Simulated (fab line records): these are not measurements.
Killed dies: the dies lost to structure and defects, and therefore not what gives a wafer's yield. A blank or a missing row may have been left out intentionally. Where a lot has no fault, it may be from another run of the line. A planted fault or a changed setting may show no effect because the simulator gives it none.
Matching of chambers    flow nand-harc    rie-si-01 running NHARC_P_GATE_ETCH_32: 4 sister chambers
The step etches the open film in HBr/Cl2, target depth 150 nm, time 100.1 s. 14 wafers are shown with their chamber, then 6 later ones without.

## EACH WAFER AND ITS CHAMBER
wafer   chamber  he-backside-leak-sccm (sccm)  throttle-valve-pct (%)  oes-product-au (a.u.)
L589.3  2        2.6                           26.420                  0.991
L589.5  0        2.8                           26.392                  0.988
L589.6  3        3.0                           26.412                  1.012
L593.2  2        2.6                           26.401                  1.001
L593.5  2        2.5                           26.408                  0.993
L602.1  2        2.5                           26.417                  1.004
L602.3  0        2.9                           26.391                  0.987
L602.4  1        2.4                           26.408                  0.993
L606.1  1        2.5                           26.396                  0.986
L606.4  0        2.8                           26.401                  0.988
L606.6  2        2.8                           26.402                  1.000
L607.2  3        3.1                           26.408                  0.988
L607.3  0        2.9                           26.403                  0.991
L607.5  1        2.5                           26.417                  0.999

SIGNATURES (means of the wafers above)
reading                chamber 0  chamber 1  chamber 2  chamber 3  scatter within a chamber
he-backside-leak-sccm  2.850      2.467      2.600      3.050      0.0904
throttle-valve-pct     26.39675   26.40700   26.40960   26.41000   0.008
oes-product-au         0.98850    0.99267    0.99780    1.00000    0.0071
Rule: distance of a wafer from a chamber = root of the sum over the readings of ((wafer's reading minus chamber's mean) / reading's scatter) squared. The wafer belongs to the nearest chamber; if the next one is less than 2 further off, it can't be placed. The scatter is the square root of a quotient: the sum, over the shown wafers, of each reading's squared deviation from its chamber's mean, divided by wafers minus chambers.

## WAFERS WHOSE CHAMBER IS MISSING
wafer   he-backside-leak-sccm (sccm)  throttle-valve-pct (%)  oes-product-au (a.u.)
L611.1  2.8                           26.417                  1.005
L611.4  2.8                           26.409                  0.995
L611.5  3.1                           26.399                  1.015
L612.2  3.1                           26.408                  1.003
L612.3  2.7                           26.414                  0.984
L612.6  2.8                           26.396                  0.985

## WHICH CHAMBER EACH ONE RAN IN
wafer   from the rows above                in truth
L611.1  can't be placed: 2 or 3 or 0 or 1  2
L611.4  can't be placed: 0 or 2 or 3 or 1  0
L611.5  3                                  3
L612.2  3                                  3
L612.3  can't be placed: 2 or 0 or 1       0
L612.6  0                                  0
3 of 6 placed correctly. Unplaceable from these rows: 3, with the true chamber sitting among the candidates in 3. 0 placed wrongly.
